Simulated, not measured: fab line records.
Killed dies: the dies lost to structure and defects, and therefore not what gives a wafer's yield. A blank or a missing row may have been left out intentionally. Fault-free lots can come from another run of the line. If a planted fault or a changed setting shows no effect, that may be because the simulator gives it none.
fab line records	flow n5_finfet
record: lots: 6	wafers: 16	last_day: 16
route steps=1938 shown DUMMY_GATE@247 SPACER0@258 SD_EPI_N@262 SD_EPI_P@326 PASSIVATION@1936
lots that met no fault: taken from a fault-free run of the same line
start_h: hours from the record's first day to the start of the lot's first wafer shown	wait_h: time in hours since the lot's previous step	" same as the row above	L1.1+2: one row covering several wafers at once	- value missing, or start not given	* or withheld: withheld	< > ~ a bound
route shown NAME@n: names a module that has steps shown in the file, with the first one's number in the route	usual: mean/standard deviation of fault-free wafers	same: alike in all rows	chamber/n: place in a boat	sites: per-site readings	_std_site: their standard deviation	_edge_site: outer sites' mean less inner sites'	radius_mm: for every site, how far away it sits from the centre of the wafer	mask NAME#n: copy n	behind: the most recent tool/chamber to have shaped the wafer	hold: why the lot was held/for how many hours/how that ended	device: whichever transistor did not switch (one of n, p or np)	end of line: the route-end tests of the same wafers	where a step has no rows: the recipe by itself	killed: the dies lost at the first sort to structure and to defects; this is not the yield of the wafer	map: a wafer's dies, x killed, . not, _ none there
set.NAME: the run value of the setting; set.NAME@STEP: its run value at that earlier step	model.NAME: the simulator's own value behind a step, which no gauge read
lots at selected steps of the route; one table per step, one row per wafer
services: a tool's chamber out of use, with start hour (start_h, from the record's first day; less than 0 if before it), hours out, and reason
== steps ==
step: N5_DUMMY_GATE_ETCH_23
recipe: chemistry: HBr/Cl2/O2	HBr_flow_sccm: 150	Cl2_flow_sccm: 80	O2_flow_sccm: 12	bias_w: 102	target_depth_a: 410	time_s: 22.3	target: poly-Si	mask_material: SiO2	pressure_mtorr: 10	icp_w: 800
step: N5_DUMMY_GATE_ETCH_44
recipe: chemistry: HBr/O2	over_etch_frac: 0.7	target_depth_a: 1275	stop_on: SiO2	ion_energy_ev: 60	bias_w: 20	target: poly-Si	mask_material: SiO2	pressure_mtorr: 20	icp_w: 400	HBr_flow_sccm: 120	O2_flow_sccm: 10
step: N5_DUMMY_GATE_CD_MEAS_24
recipe: target_cd_nm: 15
usual: cd_nm: 14.9/0.45
lot.wafer	tool	chamber	start_h	wait_h	cd_nm
L425.4	cd_sem-03	-	47.81	0.1	14.6
L425.5	"	-	"	"	14.9
L425.6	"	-	"	"	14.9
L426.1	cd_sem-01	-	53.36	0.1	13.7
L426.4	"	-	"	"	15.4
L426.5	"	-	"	"	15.5
L430.3	cd_sem-02	-	76.56	0.1	14.7
L430.5	"	-	"	"	14.6
L430.6	"	-	"	"	14.5
L438.1	cd_sem-01	-	127.65	0.1	14.4
L438.2	"	-	"	"	15.0
L438.3	"	-	"	"	14.2
L445.2	cd_sem-02	-	166.20	0.1	15.0
L445.5	"	-	"	"	14.3
L446.4	cd_sem-01	-	171.89	0.1	14.9
L446.6	"	-	"	"	15.3
step: N5_DUMMY_GATE_ETCH_42
recipe: chemistry: CHF3/O2	target: SiO2	target_depth_a: 35	time_s: 31	ion_energy_ev: 30	bias_w: 12	pressure_mtorr: 30	source_w: 600	Ar_flow_sccm: 200	CHF3_flow_sccm: 50	O2_flow_sccm: 5
usual: drypump_motor_current_A: 5.74/0.27	oes_product_au: 0.77/0.083	rf_vpp_V: 42.5/0.98	showerhead_plenum_p_Torr: 2.41/0.066	throttle_valve_pct: 18.86/0.19
lot.wafer	tool	chamber	start_h	wait_h	drypump_motor_current_A	oes_product_au	rf_hours_counter_h	rf_vpp_V	showerhead_plenum_p_Torr	throttle_valve_pct
L425.4	rie_diel-03	3	47.87	0.1	5.24	0.78	133	42.9	2.43	18.87
L425.5	"	2	"	"	5.51	0.70	-	43.0	2.29	19.03
L425.6	"	1	"	"	6.25	0.74	-	42.9	2.32	18.89
L426.1	rie_diel-03	2	53.40	0.0	5.53	0.70	236	41.8	2.29	19.02
L426.4	"	3	"	"	5.25	0.79	135	42.8	2.43	18.86
L426.5	"	2	"	"	5.51	0.71	-	42.9	2.29	19.04
L430.3	rie_diel-05	3	76.60	0.0	6.10	0.67	236	42.8	2.28	19.28
L430.5	"	1	"	"	5.73	0.76	-	42.9	2.40	18.39
L430.6	"	0	"	"	5.86	0.80	-	42.1	2.33	18.96
L438.1	rie_diel-03	0	127.70	0.0	5.40	0.73	180	43.0	2.39	18.88
L438.2	"	3	"	"	5.25	0.76	159	42.4	2.42	18.90
L438.3	"	1	"	"	6.23	0.73	172	42.0	2.31	18.95
L445.2	rie_diel-06	1	166.50	0.3	5.90	0.73	167	43.2	2.50	18.89
L445.5	"	2	"	"	5.52	0.69	-	41.7	2.37	18.65
L446.4	rie_diel-03	1	171.93	0.0	6.23	0.70	189	43.0	2.30	18.97
L446.6	"	1	"	"	6.23	0.71	-	42.4	2.30	18.97
step: N5_DUMMY_GATE_STRIP_48
recipe: chemistry: N2/H2	time_s: 20	power_w: 100	temp_c: 40	pressure_mtorr: 100	rf_frequency_hz: 6e+07	bias_power_w: 3	n2_flow_sccm: 300	h2_flow_sccm: 300
step: N5_DUMMY_GATE_PRECLEAN_33
recipe: chemistry: dHF	time_s: 10	dilution: 750:1	temp_c: 25
step: N5_DUMMY_GATE_PRECLEAN_25
recipe: chemistry: O3/DIW	time_s: 45	temp_c: 22	o3_ppm: 10
step: N5_DUMMY_GATE_PRECLEAN_51
recipe: chemistry: SC2	time_s: 45	temp_c: 35	mix: 1:1:50
step: N5_DUMMY_GATE_SRD_26
recipe: dry: ipa_marangoni	time_s: 30	temp_c: 23	rinse_liquid: diw
step: N5_DUMMY_GATE_UV_OZONE_45
recipe: time_s: 120	pressure_torr: 760	temp_c: 25
step: N5_DUMMY_GATE_INSPECT_27
recipe: inspect_instrument: brightfield	mode: aei
usual: raw_defect_count: 309/76
lot.wafer	tool	chamber	start_h	wait_h	raw_defect_count
L425.4	defect_inspect-01	-	48.10	0.0	351
L425.5	"	-	"	"	358
L425.6	"	-	"	"	259
L426.1	defect_inspect-01	-	53.64	0.0	190
L426.4	"	-	"	"	274
L426.5	"	-	"	"	195
L430.3	defect_inspect-01	-	76.84	0.0	291
L430.5	"	-	"	"	290
L430.6	"	-	"	"	346
L438.1	defect_inspect-02	-	127.94	0.0	322
L438.2	"	-	"	"	313
L438.3	"	-	"	"	285
L445.2	defect_inspect-01	-	166.75	0.0	398
L445.5	"	-	"	"	460
L446.4	defect_inspect-02	-	172.17	0.0	372
L446.6	"	-	"	"	438
step: N5_SPACER0_ALD_07
recipe: material: SiNx	target_thk_a: 20	temp_c: 400	ald_precursor_family: SiH2I2	ald_co_reactant: N2/H2-plasma	pressure_torr: 2
step: N5_SPACER0_ALD_00
recipe: material: SiOCN	target_thk_a: 35	temp_c: 400	ald_precursor_family: alkyl-aminosilane	ald_co_reactant: O2/N2-plasma	pulse_time_s: 3	purge_time_s: 2	co_reactant_purge_time_s: 2	ald_cycles: 58	pressure_torr: 2
usual: ald_cycles: 58/0	heater_power_w: 809/82	precursor_pulse_height_rel: 1.000/0.02	susceptor_temp_C: 399.98/0.18
same: pulse_time_s: 3	purge_time_s: 2
lot.wafer	tool	chamber	start_h	wait_h	ald_cycles	heater_power_w	precursor_pulse_height_rel	susceptor_temp_C	model.SiOCN_of_SPACER0_ALD_00.thk_nm
L425.4	ald_sin-03	1	48.29	0.1	58	866	0.985	399.99	3.4
L425.5	"	1	"	"	58	869	1.009	400.14	3.6
L425.6	"	2	"	"	58	852	1.030	399.97	3.6
L426.1	ald_sin-03	2	54.09	0.1	58	839	0.996	399.89	3.6
L426.4	"	3	"	"	58	787	1.008	399.99	3.4
L426.5	"	3	"	"	58	768	0.992	399.84	3.4
L430.3	ald_sin-02	0	77.03	0.1	58	939	0.977	399.95	3.6
L430.5	"	0	"	"	58	955	1.002	399.96	3.6
L430.6	"	1	"	"	58	706	1.010	400.18	3.6
L438.1	ald_sin-03	2	128.13	0.1	58	825	0.979	400.31	3.6
L438.2	"	3	"	"	58	792	1.029	399.80	3.6
L438.3	"	0	"	"	58	715	0.994	400.11	3.6
L445.2	ald_sin-02	3	167.19	0.1	95	724	1.011	400.34	5.8
L445.5	"	1	"	"	58	707	1.002	400.00	3.6
L446.4	ald_sin-02	3	172.35	0.1	58	755	0.990	400.04	3.6
L446.6	"	0	"	"	95	971	0.990	399.70	5.8
step: N5_SPACER0_ALD_08
recipe: material: SiNx	target_thk_a: 20	temp_c: 400	ald_precursor_family: SiH2I2	ald_co_reactant: N2/H2-plasma	pressure_torr: 2
usual: heater_power_w: 808/80	susceptor_temp_C: 399.98/0.25
lot.wafer	tool	chamber	start_h	wait_h	heater_power_w	susceptor_temp_C
L425.4	ald_sin-03	1	48.55	0.1	869	399.82
L425.5	"	1	"	"	872	399.61
L425.6	"	2	"	"	836	399.39
L426.1	ald_sin-03	2	54.35	0.1	851	400.04
L426.4	"	3	"	"	795	399.76
L426.5	"	3	"	"	800	399.77
L430.3	ald_sin-02	0	77.28	0.1	940	400.95
L430.5	"	0	"	"	958	400.21
L430.6	"	1	"	"	715	400.18
L438.1	ald_sin-03	2	128.39	0.1	813	399.91
L438.2	"	3	"	"	781	399.66
L438.3	"	0	"	"	734	400.19
L445.2	ald_sin-02	3	167.45	0.1	749	400.10
L445.5	"	1	"	"	716	400.12
L446.4	ald_sin-02	3	172.61	0.1	733	400.11
L446.6	"	0	"	"	955	399.99
step: N5_SPACER0_INSPECT_04
recipe: inspect_instrument: darkfield	mode: post_dep
usual: raw_defect_count: 147/35
lot.wafer	tool	chamber	start_h	wait_h	raw_defect_count
L425.4	defect_inspect-02	-	48.71	0.1	140
L425.5	"	-	"	"	157
L425.6	"	-	"	"	123
L426.1	defect_inspect-02	-	54.51	0.1	86
L426.4	"	-	"	"	113
L426.5	"	-	"	"	117
L430.3	defect_inspect-01	-	77.44	0.1	134
L430.5	"	-	"	"	132
L430.6	"	-	"	"	148
L438.1	defect_inspect-02	-	128.54	0.1	145
L438.2	"	-	"	"	122
L438.3	"	-	"	"	122
L445.2	defect_inspect-01	-	167.60	0.1	159
L445.5	"	-	"	"	180
L446.4	defect_inspect-01	-	172.77	0.1	155
L446.6	"	-	"	"	212
step: N5_SD_EPI_N_COAT_32
recipe: resist: SOC	temp_c: 250	time_s: 60	spin_rpm: 1500	resist_thk_nm: 350
step: N5_SD_EPI_N_COAT_33
recipe: resist: SiARC	temp_c: 220	time_s: 60	spin_rpm: 1500	resist_thk_nm: 35
step: N5_SD_EPI_N_COAT_03
recipe: resist: CAR-ArF-block	spin_rpm: 1500	resist_thk_nm: 150
step: N5_SD_EPI_N_EBR_05
recipe: solvent: PGMEA	ebr_width_mm: 1.5
step: N5_SD_EPI_N_SOFTBAKE_04
recipe: temp_c: 110	time_s: 60	resist: CAR-ArF-block
step: N5_SD_EPI_N_EXPOSE_06
recipe: mask_id: SD_N_BLK	na: 1.35	source_shape: conventional	sigma_outer: 0.8	polarization: unpolarized	target_cd_nm: 120	dose_mj: 39.75
step: N5_SD_EPI_N_PEB_07
recipe: peb_temp_c: 110	peb_time_s: 60	resist: CAR-ArF-block
step: N5_SD_EPI_N_DEVELOP_08
recipe: develop_time_s: 30	developer: TMAH	resist: CAR-ArF-block	dev_temp_c: 23	rinse_liquid: diw	dry: air_spin
step: N5_SD_EPI_N_CD_MEAS_09
recipe: target_cd_nm: 120	landing_energy_ev: 500	detector: se_inlens
usual: cd_nm: 119.9/0.61
lot.wafer	tool	chamber	start_h	wait_h	cd_nm
L425.4	cd_sem-02	0	49.11	-	120.0
L425.5	"	0	"	"	120.4
L425.6	"	0	"	"	119.9
L426.1	cd_sem-02	0	54.78	-	120.1
L426.4	"	0	"	"	120.8
L426.5	"	0	"	"	120.0
L430.3	cd_sem-01	0	77.84	-	119.5
L430.5	"	0	"	"	119.0
L430.6	"	0	"	"	118.3
L438.1	cd_sem-01	0	128.82	-	120.3
L438.2	"	0	"	"	120.5
L438.3	"	0	"	"	120.5
L445.2	cd_sem-01	0	167.88	-	120.3
L445.5	"	0	"	"	119.9
L446.4	cd_sem-02	0	173.05	-	119.4
L446.6	"	0	"	"	119.5
step: N5_SD_EPI_N_OVL_MEAS_10
recipe: points_per_wafer: 44
usual: SD_N_BLK_OVL: -0.5/0.68
lot.wafer	tool	chamber	start_h	wait_h	SD_N_BLK_OVL[nm]
L425.4	overlay-01	0	49.14	0.0	0.7
L425.5	"	0	"	"	-0.8
L425.6	"	0	"	"	-0.3
L426.1	overlay-02	0	54.81	0.0	-0.8
L426.4	"	0	"	"	0.6
L426.5	"	0	"	"	-0.2
L430.3	overlay-01	0	77.87	0.0	-1.7
L430.5	"	0	"	"	-0.4
L430.6	"	0	"	"	-1.1
L438.1	overlay-02	0	128.85	0.0	-1.0
L438.2	"	0	"	"	-0.5
L438.3	"	0	"	"	-1.8
L445.2	overlay-01	0	167.91	0.0	-0.9
L445.5	"	0	"	"	-1.4
L446.4	overlay-01	0	173.07	0.0	-1.3
L446.6	"	0	"	"	-0.7
step: N5_SD_EPI_N_INSPECT_11
recipe: mode: adi	inspect_instrument: macro
usual: raw_defect_count: 2.0/1.3
lot.wafer	tool	chamber	start_h	wait_h	raw_defect_count
L425.4	defect_inspect-02	-	49.16	0.0	1
L425.5	"	-	"	"	2
L425.6	"	-	"	"	2
L426.1	defect_inspect-02	-	54.83	0.0	4
L426.4	"	-	"	"	0
L426.5	"	-	"	"	4
L430.3	defect_inspect-01	-	77.90	0.0	1
L430.5	"	-	"	"	1
L430.6	"	-	"	"	3
L438.1	defect_inspect-01	-	128.87	0.0	3
L438.2	"	-	"	"	4
L438.3	"	-	"	"	1
L445.2	defect_inspect-01	-	167.93	0.0	0
L445.5	"	-	"	"	2
L446.4	defect_inspect-02	-	173.10	0.0	3
L446.6	"	-	"	"	3
step: N5_SD_EPI_N_DESCUM_14
recipe: chemistry: O2	time_s: 7.9	source_power_w: 50	bias_power_w: 20	pressure_mtorr: 20	rf_frequency_hz: 2.712e+07	temp_c: 40	resist: CAR-ArF-block	o2_flow_sccm: 225
step: N5_SD_EPI_N_ETCH_34
recipe: chemistry: CF4	target: SiARC	target_depth_a: 455	mask_material: CAR-ArF-block	time_s: 75.8	ion_energy_ev: 80	pressure_mtorr: 40	source_w: 545	bias_w: 36	Ar_flow_sccm: 100	cf4_flow_sccm: 100	ends: cleared
step: N5_SD_EPI_N_ETCH_35
recipe: chemistry: N2/H2	target: SOC	overetch_a: 1080	mask_material: SiARC	temp_c: 40	ion_energy_ev: 100	source_w: 3000	bias_w: 133	pressure_mtorr: 20	time_s: 486	n2_flow_sccm: 200	h2_flow_sccm: 200
usual: drypump_motor_current_A: 5.9/0.4	oes_product_au: 0.70/0.074	rf_vpp_V: 240.8/0.99	showerhead_plenum_p_Torr: 2.56/0.069	throttle_valve_pct: 23.9/0.36
lot.wafer	tool	chamber	start_h	wait_h	drypump_motor_current_A	oes_product_au	rf_hours_counter_h	rf_vpp_V	showerhead_plenum_p_Torr	throttle_valve_pct
L425.4	rie_diel-01	3	49.33	0.0	5.6	0.76	70	240.6	2.59	24.3
L425.5	"	2	"	"	6.5	0.65	-	242.0	2.61	23.5
L425.6	"	3	"	"	5.6	0.76	-	239.9	2.59	24.3
L426.1	rie_diel-04	0	54.96	0.0	5.9	0.62	234	243.0	2.61	23.6
L426.4	"	3	"	"	5.2	0.67	186	241.0	2.53	24.3
L426.5	"	1	"	"	6.6	0.80	-	241.3	2.49	23.7
L430.3	rie_diel-04	0	78.55	0.0	5.9	0.61	247	241.4	2.61	23.6
L430.5	"	0	"	"	5.9	0.61	-	242.4	2.61	23.6
L430.6	"	3	"	"	5.2	0.65	-	240.5	2.53	24.3
L438.1	rie_diel-01	0	129.12	0.0	5.9	0.66	192	238.1	2.41	24.1
L438.2	"	3	"	"	5.6	0.73	103	241.0	2.57	24.4
L438.3	"	2	"	"	6.5	0.63	236	240.8	2.60	23.5
L445.2	rie_diel-01	1	168.06	0.0	5.8	0.86	11	243.0	2.61	23.9
L445.5	"	3	"	"	5.6	0.71	-	240.2	2.57	24.4
L446.4	rie_diel-04	1	173.22	0.0	6.6	0.75	60	240.6	2.47	23.7
L446.6	"	2	"	"	5.4	0.61	-	241.9	2.62	24.1
step: N5_SD_EPI_N_STRIP_36
recipe: chemistry: N2/H2	temp_c: 40	n2_flow_sccm: 200	h2_flow_sccm: 200	rf_frequency_hz: 6e+07
step: N5_SD_EPI_N_ETCHBACK_44
recipe: chemistry: CH3F/O2	mode: anisotropic_etchback	target: SiNx	target_depth_a: 145	stop_on: SiO2	over_etch_frac: 0.3	ion_energy_ev: 120	pressure_mtorr: 30	source_w: 395	bias_w: 73	Ar_flow_sccm: 150	CH3F_flow_sccm: 30	O2_flow_sccm: 20
step: N5_SD_EPI_N_ETCH_45
recipe: chemistry: CH3F/O2	target: SiOCN	target_depth_a: 60	mask_material: SOC	ion_energy_ev: 60	bias_w: 29	pressure_mtorr: 15	source_w: 410	Ar_flow_sccm: 150	CH3F_flow_sccm: 30	O2_flow_sccm: 20
usual: drypump_motor_current_A: 5.9/0.4	oes_product_au: 0.78/0.089	rf_vpp_V: 127.6/0.89	showerhead_plenum_p_Torr: 2.01/0.057	throttle_valve_pct: 23.40/0.26
lot.wafer	tool	chamber	start_h	wait_h	drypump_motor_current_A	oes_product_au	rf_hours_counter_h	rf_vpp_V	showerhead_plenum_p_Torr	throttle_valve_pct
L425.4	rie_diel-01	3	49.76	0.1	5.6	0.86	71	126.7	2.03	23.69
L425.5	"	2	"	"	6.5	0.72	-	127.3	2.06	23.24
L425.6	"	3	"	"	5.6	0.87	-	127.5	2.03	23.67
L426.1	rie_diel-04	0	55.38	0.1	5.9	0.69	235	128.2	2.05	23.07
L426.4	"	3	"	"	5.2	0.74	186	128.0	1.98	23.59
L426.5	"	1	"	"	6.6	0.89	-	127.8	1.95	23.18
L430.3	rie_diel-04	0	78.97	0.1	5.9	0.67	248	127.1	2.04	23.08
L430.5	"	0	"	"	5.9	0.67	-	128.5	2.04	23.08
L430.6	"	3	"	"	5.2	0.73	-	127.8	1.97	23.58
L438.1	rie_diel-01	0	129.54	0.1	5.9	0.72	193	127.6	1.89	23.57
L438.2	"	3	"	"	5.6	0.82	103	127.7	2.02	23.71
L438.3	"	2	"	"	6.5	0.70	237	126.9	2.05	23.30
L445.2	rie_diel-01	1	168.48	0.1	5.8	0.97	11	128.1	2.04	23.33
L445.5	"	3	"	"	5.6	0.81	-	128.3	2.02	23.75
L446.4	rie_diel-04	1	173.65	0.1	6.6	0.84	61	128.1	1.94	23.24
L446.6	"	2	"	"	5.4	0.66	-	127.4	2.06	23.62
step: N5_SD_EPI_N_ETCH_16
recipe: chemistry: CHF3/O2	target: SiO2	target_depth_a: 50	mask_material: SOC	pressure_mtorr: 30	source_w: 650	bias_w: 170	Ar_flow_sccm: 200	CHF3_flow_sccm: 50	O2_flow_sccm: 5	ion_energy_ev: 200
step: N5_SD_EPI_N_STRIP_47
recipe: chemistry: CHF3/O2	resist: SiARC	rf_frequency_hz: 6e+07
step: N5_SD_EPI_N_SD_RECESS_17
recipe: chemistry: HBr/Cl2/O2	target_depth_a: 410	mask_material: SOC	time_s: 23.7	bt_time_s: 3	pressure_mtorr: 10	icp_w: 800	bias_w: 112	HBr_flow_sccm: 150	Cl2_flow_sccm: 80	O2_flow_sccm: 12
step: N5_SD_EPI_N_STRIP_38
recipe: chemistry: N2/H2	power_w: 1000	temp_c: 250	h2_frac: 0.65	overash_fraction: 0.3	pressure_mtorr: withheld	n2_flow_sccm: 1750	h2_flow_sccm: 3250
usual: drypump_motor_current_A: 5.45/0.12	heater_power_w: 351/48	oes_product_au: 0.761/0.012
lot.wafer	tool	chamber	start_h	wait_h	drypump_motor_current_A	heater_power_w	oes_product_au	rf_hours_counter_h
L425.4	plasma_asher-02	1	50.04	0.1	5.29	335	0.765	-
L425.5	"	1	"	"	5.33	325	0.773	-
L425.6	"	0	"	"	5.50	437	0.761	-
L426.1	plasma_asher-02	1	55.65	0.1	5.32	327	0.745	34
L426.4	"	1	"	"	5.33	325	0.785	-
L426.5	"	1	"	"	5.30	333	0.763	-
L430.3	plasma_asher-01	1	79.26	0.1	5.61	325	0.764	-
L430.5	"	1	"	"	5.60	319	0.748	-
L430.6	"	0	"	"	5.38	318	0.757	-
L438.1	plasma_asher-01	1	129.81	0.1	5.62	325	0.771	100
L438.2	"	0	"	"	5.37	323	0.777	100
L438.3	"	0	"	"	5.38	320	0.742	-
L445.2	plasma_asher-01	0	168.75	0.1	5.34	316	0.794	108
L445.5	"	0	"	"	5.38	321	0.769	-
L446.4	plasma_asher-01	1	173.93	0.1	5.61	315	0.770	-
L446.6	"	1	"	"	5.64	322	0.773	-
step: N5_SD_EPI_N_WET_ETCH_43
recipe: chemistry: dHF	dilution: withheld	time_s: 14	target: SiO2	target_depth_a: 15	temp_c: 25
step: N5_SD_EPI_N_STRIP_18
recipe: chemistry: SPM	time_s: 750	temp_c: 130	h2so4_h2o2_vol_ratio: 4
step: N5_SD_EPI_N_SRD_20
recipe: dry: ipa_marangoni	do_ppb: 5	time_s: 30	temp_c: 23	rinse_liquid: diw
step: N5_SD_EPI_N_PRECLEAN_48
recipe: chemistry: NF3:NH3	afs_cycles: 2	temp_c: 30	time_s: 20	sublimation_temp_c: 180	sublimation_time_s: 60	pressure_torr: 3	rf_power_w: 30
step: N5_SD_EPI_N_VAPOR_ETCH_50
recipe: chemistry: HCl	target: Si	temp_c: 775	time_s: 54	pressure_torr: 20	mode: isotropic
step: N5_SD_EPI_N_EPI_21
recipe: material: Si:P	dopant: P	temp_c: 680	pressure_torr: 255	time_s: 690
step: N5_SD_EPI_P_PRECLEAN_32
recipe: chemistry: dHF	time_s: 10	dilution: 500:1	temp_c: 25
lot.wafer	tool	chamber	start_h	wait_h	model.SiOCN_of_SPACER0_ALD_00.thk_nm
L425.4+5+6	wet_bench-05	1,4,0	57.42	0.0	3.4
L426.1+4+5	wet_bench-04	0,7,1	63.08	0.0	3.4
L430.3+5+6	wet_bench-04	1,0,6	87.58	0.0	3.4
L438.1+2+3	wet_bench-04	6,7,4	139.85	0.0	3.4
L445.2	wet_bench-04	5	176.06	0.0	5.8
L445.5	"	6	"	"	3.4
L446.4	wet_bench-05	4	185.92	0.0	3.4
L446.6	"	3	"	"	5.8
step: N5_PASSIVATION_PROBE_49
usual: killed_at_M0_to_M3: 33/9.1	killed_at_M4_up: 14/5.6	killed_at_contacts: 13/5.7	killed_at_front_end: 42/12	killed_at_other: 4/3	killed_dies: 105/16	killed_open: 69/11	killed_short: 34/7.5
same: gross_dies: 1180	killed_at_back_side: 0
lot.wafer	tool	chamber	start_h	wait_h	killed_at_M0_to_M3	killed_at_M4_up	killed_at_contacts	killed_at_front_end	killed_at_other	killed_dies	killed_open	killed_short
L445.5	prober-01	-	382.74	0.2	30	16	11	50	0	107	62	42
killed by level:class
L445.5 FIN_SAQP:geometric_particle:short=9 STI_FIN_REVEAL:geometric_particle:open=9 MOL_CONTACT_COAG:geometric_particle:open=8 BEOL_M4:geometric_particle:short=7 STARTING-WAFER:geometric_particle:open=7 BEOL_M0_SAQP:geometric_particle:short=6 GATE_CUT:geometric_particle:short=6 BEOL_M2:geometric_particle:open=6
== services ==
tool	chamber	start_h	hours	kind
rie_diel-05	-	23.95	0.3	repair
rie_diel-03	2	25.30	3.7	repair
rie_diel-03	-	29.07	2.4	repair
rie_diel-03	2	33.91	5.2	repair
ald_sin-03	-	37.49	6.0	pm
ald_sin-02	2	37.51	3.5	repair
rie_diel-05	1	55.98	6.4	repair
rie_diel-05	0	58.55	9.7	repair
ald_sin-02	-	70.28	0.8	pm
ald_sin-03	1	71.10	10.7	repair
rie_diel-01	-	72.88	0.5	repair
rie_diel-03	-	76.83	0.6	repair
rie_diel-06	2	78.81	9.3	repair
ald_sin-03	-	86.05	14.0	pm
ald_sin-03	0	86.05	14.0	vent_cycle
ald_sin-02	1	93.30	6.1	repair
rie_diel-03	2	100.80	22.0	repair
rie_diel-06	1	113.13	2.7	repair
plasma_asher-02	-	124.50	8.6	repair
rie_diel-04	3	133.21	1.2	repair
ald_sin-03	0	143.95	2.6	repair
rie_diel-05	2	147.57	7.4	repair
wet_bench-05	-	168.33	5.9	repair
ald_sin-02	0	181.20	4.4	repair
== key ==
first_sign: step: N5_SPACER0_ALD_00	reading: ald_cycles	direction: up	sigmas: 99+	usual: *	struck: *
effect none on later readings
model_effect: step: N5_SPACER0_ALD_00	value: SiOCN_of_SPACER0_ALD_00.thk_nm	without: 3.6	struck: 5.8
model_effect: step: N5_SD_EPI_P_PRECLEAN_32	value: SiOCN_of_SPACER0_ALD_00.thk_nm	without: 3.4	struck: 5.8
met_at N5_SPACER0_ALD_00
struck_wafers L445.2,L446.6
tester_left_out L445,L446
onset_between 77.03 167.19
fault: kind: process_parameter_drift	tool: ald_sin-02	chamber: -	onset_h: 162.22	steps: N5_SPACER0_ALD_00	channel: ald_cycles	offset: *	shape: step	end_h: 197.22	scope: struck_wafers_only	acts_in: *	stated: *
tester_left_out: of these lots the tester's yield and bins aren't shown, on N5 and GAA mostly nor the transistor test; their killed dies are dies lost to structure and defects alone, not to doping, threshold or leakage, so they don't give the yield
